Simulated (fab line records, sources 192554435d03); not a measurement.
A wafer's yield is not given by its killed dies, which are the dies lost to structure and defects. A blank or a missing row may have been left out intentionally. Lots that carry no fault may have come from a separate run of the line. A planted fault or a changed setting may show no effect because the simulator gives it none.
Which tool was responsible? ; flow n5_finfet ; 30 wafers from 11 lots sampled at 5 of the route's 1938 steps

## WHAT THE GAUGES SHOWED, per wafer
N5_BEOL_M4_RC_MEAS_101.
lot;measured;on;DIBL_N (mV/V);DIBL_P (mV/V);IOFF_N (nA/um);IOFF_P (nA/um);ION_N (uA/um);ION_P (uA/um);SS_N (mV/dec);SS_P (mV/dec);VT_N (mV);VT_P (mV)
L699;day 8 01:31;prober-01;35.5 36.4 35.7;35.5 36.6 34.9;0.14 0.15 0.14;0.18 0.20 0.18;657 674 666;448 464 456;71.7 71.3 70.9;72.8 73.2 73.1;253 254 250;-254 -251 -251
L701;day 8 18:03;prober-02;35.1 37.2 37.5;33.9 36.8 35.1;0.13 0.17 0.17;0.15 0.19 0.16;653 682 677;449 455 451;70.7 71.6 71.5;73.5 73.1 73.5;251 251 248;-257 -255 -256
L704;day 9 05:38;prober-02;38.0 35.7 37.3;40.4 36.3 39.3;0.20 0.16 0.18;0.27 0.20 0.26;687 670 671;469 464 463;72.1 71.7 72.3;73.6 72.8 73.7;244 248 248;-246 -251 -248
L711;day 11 00:52;prober-01;37.7 34.9;38.5 36.7;0.19 0.14;0.26 0.21;688 677;475 466;72.3 70.8;73.5 73.7;248 253;-245 -249
L709;day 11 08:37;prober-01;38.3 38.5;37.3 36.5;0.18 0.20;0.23 0.22;684 680;461 458;72.0 72.6;73.8 74.3;250 248;-252 -250
L712;day 11 09:40;prober-02;34.9 36.9;35.1 37.2;0.13 0.17;0.16 0.19;673 686;455 459;70.6 71.6;73.0 74.1;251 250;-256 -251
L713;day 11 09:52;prober-01;38.3 38.2 35.9;38.9 39.0 36.5;0.21 0.21 0.16;0.27 0.26 0.21;691 691 681;467 470 467;71.7 71.4 71.6;74.6 74.2 72.9;247 246 251;-247 -248 -250
L716;day 12 06:56;prober-02;38.5 35.0 32.8;38.0 34.8 32.0;0.19 0.13 0.11;0.24 0.20 0.16;676 654 660;466 458 455;71.9 71.2 70.6;73.7 72.8 72.6;248 252 253;-249 -252 -255
L717;day 12 15:16;prober-02;36.3 34.8 37.2;35.0 33.8 35.8;0.17 0.13 0.18;0.26 0.23 0.26;681 668 681;470 469 471;71.5 71.8 71.3;72.7 72.6 73.8;247 254 247;-245 -245 -245
L721;day 13 07:12;prober-02;37.5 38.9 35.0;38.7 40.3 35.1;0.20 0.23 0.14;0.28 0.30 0.22;681 696 660;473 471 468;72.4 72.0 71.2;74.4 74.2 73.2;244 245 251;-247 -243 -249
L722;day 14 00:20;prober-01;39.1 37.7 39.5;38.5 37.1 39.5;0.18 0.16 0.19;0.23 0.22 0.26;663 659 681;460 458 467;71.9 72.1 72.8;74.1 73.7 73.8;251 252 251;-249 -248 -247

## WHICH TOOL RAN EACH LOT (tool, then ch and the chambers of the sampled wafers, then the start)
lot;N5_BEOL_M2_ANNEAL_95;N5_BEOL_M2_DEP_57;N5_BEOL_M3_PECVD_72;N5_BEOL_M3_COAT_61
L699;pvd_sputter-01, day 7 01:28;pecvd-02 ch 0,1,2, day 7 02:51;pecvd-03 ch 0,1,2, day 7 03:06;litho_track-05 ch 0, day 7 03:32
L701;pvd_sputter-01, day 7 20:19;pecvd-02 ch 0,1,2, day 7 21:44;pecvd-03 ch 0,1, day 7 21:59;litho_track-05 ch 0, day 8 00:10
L704;pvd_sputter-02, day 8 04:56;pecvd-04 ch 1,2, day 8 06:35;pecvd-04 ch 0,1, day 8 06:49;litho_track-04 ch 0, day 8 09:03
L711;pvd_sputter-03, day 10 08:04;pecvd-01 ch 0,1, day 10 09:13;pecvd-04 ch 1,2, day 10 09:28;litho_track-05 ch 0, day 10 09:43
L709;pvd_sputter-02, day 10 09:01;pecvd-01 ch 0, day 10 10:10;pecvd-01 ch 0, day 10 10:25;litho_track-05 ch 0, day 10 10:37
L712;pvd_sputter-01, day 10 11:17;pecvd-02 ch 1,2, day 10 12:29;pecvd-04 ch 0,2, day 10 12:44;litho_track-05 ch 0, day 10 12:55
L713;pvd_sputter-02, day 10 11:41;pecvd-01 ch 0,1, day 10 12:49;pecvd-04 ch 1,2, day 10 13:04;litho_track-04 ch 0, day 10 14:44
L716;pvd_sputter-02, day 11 05:40;pecvd-04 ch 1,2, day 11 06:47;pecvd-03 ch 0,2, day 11 07:01;litho_track-04 ch 0, day 11 07:53
L717;pvd_sputter-01, day 11 13:51;pecvd-04 ch 0,2, day 11 14:58;pecvd-03 ch 0,1, day 11 15:13;litho_track-04 ch 0, day 11 16:24
L721;pvd_sputter-02, day 12 10:37;pecvd-02 ch 0,2, day 12 11:44;pecvd-01 ch 0,1,2, day 12 11:59;litho_track-03 ch 0, day 12 12:57
L722;pvd_sputter-02, day 12 17:52;pecvd-04 ch 0,1,2, day 12 19:01;pecvd-04 ch 0,1,2, day 12 19:16;litho_track-04 ch 0, day 12 21:13
- N5_BEOL_M2_ANNEAL_95: time 240 s.
- N5_BEOL_M2_DEP_57: deposits SiCN from 3MS/NH3, target thk 8 nm, time 14 s.
- N5_BEOL_M3_PECVD_72: deposits SiO2 from TEOS/O2, target thk 16 nm, time 18 s.
- N5_BEOL_M3_COAT_61: time 60 s, resist thk 60 nm.

## WHAT THE TOOLS THEMSELVES READ (means of the sampled wafers that have a number; where no wafer has one, the mark that the record gives instead)
N5_BEOL_M2_ANNEAL_95.
lot;tool;heater_power_w (W)
L699;pvd_sputter-01;789
L701;pvd_sputter-01;798
L704;pvd_sputter-02;911
L711;pvd_sputter-03;784
L709;pvd_sputter-02;796
L712;pvd_sputter-01;772
L713;pvd_sputter-02;871
L716;pvd_sputter-02;984
L717;pvd_sputter-01;830
L721;pvd_sputter-02;882
L722;pvd_sputter-02;867

N5_BEOL_M2_DEP_57.
lot;tool;showerhead_plenum_p_Torr (Torr);throttle_valve_pct (%)
L699;pecvd-02;3.670;9.2
L701;pecvd-02;3.666;9.1
L704;pecvd-04;3.678;8.4
L711;pecvd-01;3.667;9.4
L709;pecvd-01;3.649;8.9
L712;pecvd-02;3.666;8.8
L713;pecvd-01;3.679;9.3
L716;pecvd-04;3.690;8.7
L717;pecvd-04;3.661;8.8
L721;pecvd-02;3.661;9.2
L722;pecvd-04;3.674;8.9

N5_BEOL_M3_PECVD_72.
lot;tool;heater_power_w (W);showerhead_plenum_p_Torr (Torr);throttle_valve_pct (%)
L699;pecvd-03;643;8.78;22.3
L701;pecvd-03;648;8.82;22.5
L704;pecvd-04;731;8.90;22.4
L711;pecvd-04;662;8.89;21.2
L709;pecvd-01;746;8.73;22.4
L712;pecvd-04;675;8.77;21.2
L713;pecvd-04;577;8.85;20.9
L716;pecvd-03;614;8.84;22.2
L717;pecvd-03;715;8.81;22.8
L721;pecvd-01;710;8.82;22.3
L722;pecvd-04;582;8.84;21.6

N5_BEOL_M3_COAT_61.
lot;tool;heater_power_total_W (W);run_length_s (s)
L699;litho_track-05;497.6;66.58
L701;litho_track-05;501.0;66.49
L704;litho_track-04;500.1;66.35
L711;litho_track-05;554.2;58.54
L709;litho_track-05;604.9;50.33
L712;litho_track-05;605.5;50.24
L713;litho_track-04;500.7;66.40
L716;litho_track-04;500.0;66.23
L717;litho_track-04;500.2;66.30
L721;litho_track-03;502.2;66.25
L722;litho_track-04;501.1;66.22

## THE ANSWER, worked out from the rows above alone
Rule: what is usual is taken from the lots themselves. Put in order of their means at a reading, lots are off if they are a third of the lots or fewer, leave a main group of 4 or more, and stand apart from it by a gap of 3 or more times the standard deviation of the main group's means; of several such gaps the widest counts. The tables above print the reading to a certain number of digits; a main group whose means all agree to those digits is not used. Also off: a lot with no number at a reading for which 4 or more lots have one. Any other lot the step has rows for is counted as sound. After the gauges, taken in route order, come the tools' own readings; for these a lot's mean is taken, as printed above. The first step at which some lot is off is used, and at that step the reading that is off furthest; a lot without a number counts as furthest.
Off: L711, L709, L712 (N5_BEOL_M3_COAT_61, run_length_s). Main group: mean 66.35 s, sd 0.12.
If a tool, at that step or one of the process steps before it, ran each lot that is off and ran no sound lot following the first of them, it fits. One candidate fits, namely litho_track-05 at N5_BEOL_M3_COAT_61. A fault onset in the window from L701 (day 8 00:10, its last sound lot) to L711 (day 10 09:43, its first lot off) fits.
The tool's own readings at N5_BEOL_M3_COAT_61 bear it out: on the lots that are off they differ by more than 5 times the standard deviation of the sound lots' means. heater_power_total_W reads 588.2 W there against 500.4 W on the sound lots; run_length_s reads 53.04 s there against 66.35 s on the sound lots.

## WHAT THE SIMULATOR HAD PUT IN
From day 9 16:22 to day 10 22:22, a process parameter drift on litho_track-05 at N5_BEOL_M3_COAT_61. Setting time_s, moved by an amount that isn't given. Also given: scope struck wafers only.
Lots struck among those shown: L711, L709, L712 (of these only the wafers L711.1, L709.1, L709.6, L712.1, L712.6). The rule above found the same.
